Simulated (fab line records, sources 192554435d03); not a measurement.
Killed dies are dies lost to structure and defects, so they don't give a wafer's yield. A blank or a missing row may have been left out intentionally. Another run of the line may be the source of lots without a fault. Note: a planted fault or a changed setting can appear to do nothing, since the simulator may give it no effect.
A struck lot beside a sound one ; flow n5_finfet ; 6 steps out of a route of 1938
Sound: these wafers, L225.1, L225.2, L225.4. Struck: wafers L226.3, L226.4, L226.5. The cause is named last.
Order at every step that has rows: each side's tool, ch and its chambers, its first start. Under that, the readings that differ: sound wafers ; struck wafers ; difference of the means ; sigmas: that difference in standard deviations of wafers without a fault.
alike: readings with means less than 2 such deviations apart, plus words and numbers identical on both sides. not compared: withheld readings, readings lacking a value on some wafer, bounds such as >300 that could conceal the same value, and numbers that have no deviation in the record and whose values overlap.
A row with sigmas, a row that says differs or no value, or rows on one side alone: a step with any of these is where the two part. Numbers that have no deviation but don't overlap get no sigmas and don't part them. A reading that every wafer of one side lacks parts them only if that side has two wafers or more.

N5_START_INSPECT_01: inspects for defects (unpatterned scan).
  sound on defect_inspect-02, day 2 00:02; struck on defect_inspect-01, day 2 06:02
  alike: raw_defect_count
then, 2 steps without rows for these wafers: N5_ZERO_LAYER_PRECLEAN_00 (cleans in SPM, time 600 s); N5_ZERO_LAYER_SRD_01 (time 30 s, dry time 30 s).
N5_ZERO_LAYER_PECVD_02: deposits SiO2 from SiH4/N2O, target thk 10 nm, time 6 s.
  sound on pecvd-03 ch 0,1,2, day 2 00:17; struck on pecvd-03 ch 1,2, day 2 06:17
reading;sound;struck;difference;sigmas
rf_fwd_power_W (W);273.5 271.9 273.9;- - -;no value on the struck wafers;
model.SiO2_of_ZERO_LAYER_PECVD_02.thk_nm (nm);9.594 10.15 10.14;7.186 7.244 7.488;-2.655;
  alike: heater_power_w, showerhead_plenum_p_Torr
then, 1 step without rows for these wafers: N5_ZERO_LAYER_HMDS_04 (time 60 s).
-- record jumps: 7 days separate the struck wafers' starts on either side; left off in module ZERO_LAYER, taken up again in module BEOL_M4, whose first shown step is the route's number 1111 --
N5_BEOL_M4_RC_MEAS_101:
  sound on prober-02 ch 0, day 8 20:29; struck on prober-02 ch 0, day 9 01:25
reading;sound;struck;difference;sigmas
IOFF_N (nA/um);0.17 0.11 0.13;0.22 0.19 0.24;+0.08;+2
SS_N (mV/dec);72.2 70.4 71.1;72.3 73.1 73.3;+1.7;+3
  alike: DIBL_N, DIBL_P, IOFF_P, ION_N, ION_P, SS_P, VT_N, VT_P

## WHERE THEY PART
At N5_ZERO_LAYER_PECVD_02 first; at N5_BEOL_M4_RC_MEAS_101 last (within this record only).

WHY: the cause the simulator had injected
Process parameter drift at N5_ZERO_LAYER_PECVD_02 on pecvd-03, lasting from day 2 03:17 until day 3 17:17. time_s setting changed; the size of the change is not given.
